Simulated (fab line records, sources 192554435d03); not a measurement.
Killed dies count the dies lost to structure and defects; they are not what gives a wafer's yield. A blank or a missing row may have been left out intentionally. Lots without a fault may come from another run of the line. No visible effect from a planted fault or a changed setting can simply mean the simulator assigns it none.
The tool behind it: which one? ; flow n5Finfet ; Sampling: 24 lots, 72 wafers, 6 of 1938 route steps

== WHAT EACH GAUGE READ, for each wafer ==
N5_STI_FIN_REVEAL_INSPECT_13: inspects for defects (darkfield).
lot;measured;on;rawDefectCount
L074;day 2 13:29;defectInspect-01;5 7 4
L075;day 2 20:18;defectInspect-02;25 17 14
L076;day 3 01:00;defectInspect-01;5 16 9
L077;day 3 06:57;defectInspect-02;20 11 14
L078;day 3 12:39;defectInspect-01;19 10 16
L079;day 3 18:31;defectInspect-01;18 8 12
L080;day 4 02:55;defectInspect-02;9 12 11
L081;day 4 11:04;defectInspect-02;14 19 12
L082;day 4 17:08;defectInspect-02;9 8 15
L083;day 4 20:25;defectInspect-02;12 10 7
L084;day 5 02:11;defectInspect-02;12 15 11
L085;day 5 09:31;defectInspect-01;6 13 10
L086;day 5 14:35;defectInspect-01;14 14 6
L087;day 5 19:29;defectInspect-01;7 3 8
L088;day 6 01:01;defectInspect-01;16 7 14
L089;day 6 07:56;defectInspect-02;10 9 16
L090;day 6 14:14;defectInspect-01;19 10 9
L091;day 6 19:21;defectInspect-01;8 10 4
L092;day 7 02:47;defectInspect-02;10 6 15
L093;day 7 07:32;defectInspect-01;23 19 12
L094;day 7 15:01;defectInspect-01;16 7 4
L095;day 7 19:52;defectInspect-02;19 20 12
L096;day 8 01:18;defectInspect-01;25 27 8
L097;day 8 06:59;defectInspect-02;17 11 8

N5_SD_EPI_N_INSPECT_11: inspects for defects (macro).
lot;measured;on;rawDefectCount
L074;day 3 00:31;defectInspect-01;1 1 2
L075;day 3 07:28;defectInspect-02;1 3 1
L076;day 3 11:59;defectInspect-01;4 6 1
L077;day 3 20:43;defectInspect-01;2 4 1
L078;day 4 01:53;defectInspect-02;1 2 5
L079;day 4 10:17;defectInspect-01;1 2 2
L080;day 4 17:40;defectInspect-01;4 3 1
L081;day 4 23:01;defectInspect-01;1 2 5
L082;day 5 06:12;defectInspect-02;2 0 1
L083;day 5 08:47;defectInspect-01;1 1 1
L084;day 5 14:53;defectInspect-02;3 1 1
L085;day 5 21:39;defectInspect-02;2 2 1
L086;day 6 01:28;defectInspect-02;4 0 2
L087;day 6 06:28;defectInspect-01;6 3 2
L088;day 6 12:08;defectInspect-01;0 1 2
L089;day 6 19:20;defectInspect-02;1 1 3
L090;day 7 01:11;defectInspect-02;2 1 1
L091;day 7 06:37;defectInspect-02;5 1 5
L092;day 7 14:09;defectInspect-01;4 3 4
L093;day 7 22:18;defectInspect-01;1 0 4
L094;day 8 09:11;defectInspect-02;0 2 1
L095;day 8 16:02;defectInspect-01;1 1 2
L096;day 8 19:32;defectInspect-01;1 2 3
L097;day 8 23:38;defectInspect-01;3 2 4

== EACH LOT AND THE TOOL THAT RAN IT (in order: tool; ch and the chambers of the sampled wafers; start) ==
lot;N5_DUMMY_GATE_CMP_04;N5_DUMMY_GATE_DESCUM_20;N5_DUMMY_GATE_ETCH_36;N5_SPACER0_ALD_08
L074;cmp-01 ch 1,3, day 2 17:25;rieDiel-02 ch 0,1,3, day 2 22:13;rieDiel-02 ch 0,1,3, day 2 22:19;aldSin-01 ch 0,1,3, day 3 00:02
L075;cmp-01 ch 0,2, day 3 00:15;rieDiel-04 ch 0,1,2, day 3 05:03;rieDiel-04 ch 0,1,2, day 3 05:10;aldSin-04 ch 2,3, day 3 06:59
L076;cmp-02 ch 0,1,2, day 3 04:56;rieDiel-04 ch 0,2,3, day 3 09:46;rieDiel-04 ch 0,2,3, day 3 09:52;aldSin-04 ch 2,3, day 3 11:21
L077;cmp-04 ch 0,2,3, day 3 10:59;rieDiel-02 ch 1,2,3, day 3 18:12;rieDiel-02 ch 1,2,3, day 3 18:19;aldSin-04 ch 1,2,3, day 3 20:06
L078;cmp-04 ch 1,2,3, day 3 16:53;rieDiel-04 ch 0,1,3, day 3 23:39;rieDiel-04 ch 0,1,3, day 3 23:45;aldSin-03 ch 0,2,3, day 4 01:16
L079;cmp-04 ch 0,1,3, day 4 02:50;rieDiel-03 ch 1,2, day 4 07:50;rieDiel-03 ch 1,2, day 4 07:56;aldSin-03 ch 1,2, day 4 09:40
L080;cmp-02 ch 0,3, day 4 10:42;rieDiel-03 ch 1,2,3, day 4 15:20;rieDiel-03 ch 1,2,3, day 4 15:26;aldSin-03 ch 0,1, day 4 17:03
L081;cmp-02 ch 0,2,3, day 4 15:10;rieDiel-04 ch 1,2, day 4 19:53;rieDiel-04 ch 1,2, day 4 19:59;aldSin-01 ch 1,3, day 4 22:24
L082;cmp-02 ch 1,2,3, day 4 22:55;rieDiel-02 ch 0,2,3, day 5 03:49;rieDiel-02 ch 0,2,3, day 5 03:55;aldSin-03 ch 0,2,3, day 5 05:35
L083;cmp-02 ch 0,3, day 5 01:46;rieDiel-04 ch 0,2, day 5 06:34;rieDiel-04 ch 0,2, day 5 06:40;aldSin-01 ch 0,1,3, day 5 08:10
L084;cmp-02 ch 1,2,3, day 5 06:54;rieDiel-02 ch 0,2,3, day 5 11:38;rieDiel-02 ch 0,2,3, day 5 11:44;aldSin-01 ch 2,3, day 5 14:17
L085;cmp-04 ch 0,3, day 5 14:14;rieDiel-02 ch 1,2,3, day 5 19:01;rieDiel-02 ch 1,2,3, day 5 19:08;aldSin-04 ch 0,2,3, day 5 21:02
L086;cmp-04 ch 2,3, day 5 18:32;rieDiel-04 ch 1,3, day 5 23:14;rieDiel-04 ch 1,3, day 5 23:20;aldSin-01 ch 1,2, day 6 00:50
L087;cmp-04 ch 0,1, day 5 23:26;rieDiel-03 ch 0,2,3, day 6 04:05;rieDiel-03 ch 0,2,3, day 6 04:11;aldSin-04 ch 0,1, day 6 05:50
L088;cmp-01 ch 0,1,2, day 6 04:57;rieDiel-03 ch 0,2,3, day 6 09:44;rieDiel-03 ch 0,2,3, day 6 09:50;aldSin-04 ch 0,1,3, day 6 11:32
L089;cmp-02 ch 0,1, day 6 11:54;rieDiel-04 ch 1,2,3, day 6 16:40;rieDiel-04 ch 1,2,3, day 6 16:47;aldSin-01 ch 0,3, day 6 18:44
L090;cmp-04 ch 0,1,3, day 6 18:11;rieDiel-04 ch 0,1,3, day 6 22:59;rieDiel-04 ch 0,1,3, day 6 23:05;aldSin-04 ch 0,1,3, day 7 00:35
L091;cmp-01 ch 0,1,2, day 6 23:17;rieDiel-02 ch 0,3, day 7 04:04;rieDiel-02 ch 0,3, day 7 04:10;aldSin-03 ch 0,2, day 7 06:01
L092;cmp-04 ch 2,3, day 7 07:11;rieDiel-03 ch 1,3, day 7 11:52;rieDiel-03 ch 1,3, day 7 11:58;aldSin-03 ch 0,1,3, day 7 13:32
L093;cmp-01 ch 1,2,3, day 7 15:08;rieDiel-04 ch 0,1,3, day 7 19:52;rieDiel-04 ch 0,1,3, day 7 19:58;aldSin-04 ch 1,2, day 7 21:41
L094;cmp-04 ch 1,2, day 7 23:02;rieDiel-03 ch 0,2, day 8 06:59;rieDiel-03 ch 0,2, day 8 07:05;aldSin-03 ch 2,3, day 8 08:35
L095;cmp-02 ch 0,1, day 8 02:41;rieDiel-03 ch 1,2,3, day 8 13:10;rieDiel-03 ch 1,2,3, day 8 13:16;aldSin-04 ch 0,2, day 8 15:26
L096;cmp-04 ch 1,2,3, day 8 08:48;rieDiel-02 ch 0,1, day 8 17:02;rieDiel-02 ch 0,1, day 8 17:08;aldSin-01 ch 0,2, day 8 19:03
L097;cmp-04 ch 1,2, day 8 16:31;rieDiel-03 ch 0,2,3, day 8 21:20;rieDiel-03 ch 0,2,3, day 8 21:26;aldSin-01 ch 0,1,3, day 8 23:10
- N5_DUMMY_GATE_CMP_04: polishes a-Si.
- N5_DUMMY_GATE_DESCUM_20: chemistry O2, time 6.2 s.
- N5_DUMMY_GATE_ETCH_36: etches SiARC in CF4, target depth 13 nm.
- N5_SPACER0_ALD_08: deposits SiNx, target thk 2 nm.

== AS READ BY THE TOOLS THEMSELVES (means over the sampled wafers that have a number; for cases with no such wafer, the mark the record gives instead) ==
N5_DUMMY_GATE_CMP_04.
lot;tool;edgeZonePressureFrac;motorCurrentA (A);slurryFilterDpKPa (kPa);timeToEndpointS (s)
L074;cmp-01;1.000;10.0;13.58;11.3
L075;cmp-01;1.004;9.0;13.50;15.8
L076;cmp-02;0.997;9.9;13.43;15.8
L077;cmp-04;0.999;9.9;13.42;14.4
L078;cmp-04;0.999;10.1;13.45;14.0
L079;cmp-04;0.996;9.7;13.52;11.1
L080;cmp-02;0.999;8.8;13.44;14.7
L081;cmp-02;0.995;8.9;13.49;16.6
L082;cmp-02;1.003;9.6;13.62;16.5
L083;cmp-02;0.998;8.4;13.51;18.0
L084;cmp-02;1.000;9.6;13.69;15.4
L085;cmp-04;1.001;9.9;13.39;17.0
L086;cmp-04;1.000;10.2;13.57;18.8
L087;cmp-04;1.001;10.2;13.48;12.2
L088;cmp-01;0.997;9.0;13.46;13.5
L089;cmp-02;0.998;10.1;13.47;19.4
L090;cmp-04;1.005;9.9;13.51;13.5
L091;cmp-01;1.003;9.2;13.54;15.5
L092;cmp-04;0.998;10.0;13.47;19.6
L093;cmp-01;0.999;9.5;13.38;17.4
L094;cmp-04;0.998;10.1;13.43;10.7
L095;cmp-02;1.000;10.3;13.37;17.3
L096;cmp-04;1.001;9.8;13.54;13.7
L097;cmp-04;1.004;10.3;13.47;14.0

N5_DUMMY_GATE_DESCUM_20.
lot;tool;biasPowerW (W);drypumpMotorCurrentA (A);oesProductAu (a.u.);rfVppV (V);showerheadPlenumPTorr (Torr);throttleValvePct (%)
L074;rieDiel-02;20.00;5.7;0.77;241.9;2.06;20.36
L075;rieDiel-04;19.98;5.8;0.79;244.1;2.16;20.57
L076;rieDiel-04;19.95;5.6;0.78;245.8;2.18;20.41
L077;rieDiel-02;20.02;5.7;0.73;243.1;2.10;20.30
L078;rieDiel-04;20.03;5.6;0.72;244.2;2.15;20.70
L079;rieDiel-03;20.06;5.4;0.82;243.5;2.09;20.20
L080;rieDiel-03;20.02;5.5;0.80;244.3;2.09;20.36
L081;rieDiel-04;19.94;5.7;0.76;243.9;2.14;20.74
L082;rieDiel-02;19.98;5.3;0.75;243.5;2.08;20.32
L083;rieDiel-04;20.02;5.7;0.81;245.4;2.18;20.30
L084;rieDiel-02;20.04;5.3;0.76;243.5;2.08;20.30
L085;rieDiel-02;20.02;5.6;0.71;243.7;2.10;20.32
L086;rieDiel-04;20.02;5.4;0.71;243.1;2.15;20.72
L087;rieDiel-03;19.98;5.7;0.77;243.6;2.08;20.28
L088;rieDiel-03;19.99;5.7;0.78;243.6;2.08;20.30
L089;rieDiel-04;20.01;5.5;0.74;244.0;2.15;20.59
L090;rieDiel-04;20.04;5.7;0.71;244.9;2.14;20.75
L091;rieDiel-02;20.02;5.4;0.77;242.1;2.04;20.39
L092;rieDiel-03;20.00;5.3;0.91;243.2;2.06;20.45
L093;rieDiel-04;20.03;5.6;0.70;244.2;2.14;20.75
L094;rieDiel-03;20.00;5.6;0.89;243.6;2.08;19.99
L095;rieDiel-03;19.99;5.5;0.86;243.1;2.08;20.31
L096;rieDiel-02;19.94;5.8;0.77;242.6;2.04;20.37
L097;rieDiel-03;20.04;5.7;0.86;242.9;2.08;20.15

N5_DUMMY_GATE_ETCH_36.
lot;tool;drypumpMotorCurrentA (A);mfcArSccm (sccm);oesProductAu (a.u.);rfVppV (V);showerheadPlenumPTorr (Torr);throttleValvePct (%)
L074;rieDiel-02;5.7;100.3;0.77;183.5;2.12;15.59
L075;rieDiel-04;5.8;100.3;0.78;185.6;2.22;15.74
L076;rieDiel-04;5.6;100.2;0.78;184.2;2.25;15.69
L077;rieDiel-02;5.7;99.9;0.75;184.3;2.17;15.62
L078;rieDiel-04;5.7;99.8;0.71;183.8;2.20;15.85
L079;rieDiel-03;5.4;99.8;0.80;183.7;2.17;15.65
L080;rieDiel-03;5.5;100.0;0.79;184.2;2.16;15.75
L081;rieDiel-04;5.7;99.8;0.76;184.3;2.18;15.79
L082;rieDiel-02;5.3;99.9;0.76;184.5;2.14;15.56
L083;rieDiel-04;5.7;99.7;0.81;185.0;2.25;15.61
L084;rieDiel-02;5.3;100.2;0.75;184.8;2.14;15.56
L085;rieDiel-02;5.7;100.1;0.73;184.0;2.16;15.64
L086;rieDiel-04;5.4;99.9;0.71;183.4;2.20;15.84
L087;rieDiel-03;5.7;100.0;0.77;183.9;2.15;15.61
L088;rieDiel-03;5.7;100.2;0.77;183.7;2.15;15.62
L089;rieDiel-04;5.5;99.8;0.74;184.6;2.21;15.76
L090;rieDiel-04;5.6;100.1;0.69;184.4;2.19;15.90
L091;rieDiel-02;5.4;100.1;0.77;184.0;2.09;15.57
L092;rieDiel-03;5.3;100.0;0.91;184.7;2.13;15.68
L093;rieDiel-04;5.7;99.7;0.69;184.1;2.19;15.90
L094;rieDiel-03;5.6;99.8;0.88;185.4;2.15;15.36
L095;rieDiel-03;5.5;100.0;0.85;183.7;2.15;15.64
L096;rieDiel-02;5.9;100.3;0.78;183.9;2.09;15.48
L097;rieDiel-03;5.7;100.1;0.86;184.0;2.14;15.48

N5_SPACER0_ALD_08.
lot;tool;heaterPowerW (W)
L074;aldSin-01;853
L075;aldSin-04;734
L076;aldSin-04;755
L077;aldSin-04;787
L078;aldSin-03;847
L079;aldSin-03;885
L080;aldSin-03;909
L081;aldSin-01;909
L082;aldSin-03;843
L083;aldSin-01;861
L084;aldSin-01;828
L085;aldSin-04;734
L086;aldSin-01;896
L087;aldSin-04;754
L088;aldSin-04;764
L089;aldSin-01;830
L090;aldSin-04;760
L091;aldSin-03;892
L092;aldSin-03;870
L093;aldSin-04;798
L094;aldSin-03;793
L095;aldSin-04;726
L096;aldSin-01;794
L097;aldSin-01;863

== THE ANSWER, worked out from the rows above alone ==
Rule: the lots themselves supply what counts as usual. Put in order of their means at a reading, lots are off if they are a third of the lots or fewer, leave a main group of 4 or more, and stand apart from it by a gap of 3 or more times the standard deviation of the main group's means; of several such gaps the widest counts. Not used: any main group whose means are identical at the precision the tables above print for the reading. A lot without any number at a reading at which 4 lots or more have one is off too. Any other lot the step has rows for is counted as sound. First the gauges in route order, then the tools' own readings, where a lot's mean is used as printed above. At the first step where some lot is off, the reading lying furthest off is the one used; lots without a number count as furthest.
Nothing can be told from this: no lot is off at any reading shown.

== WHAT HAD BEEN PUT IN BY THE SIMULATOR ==
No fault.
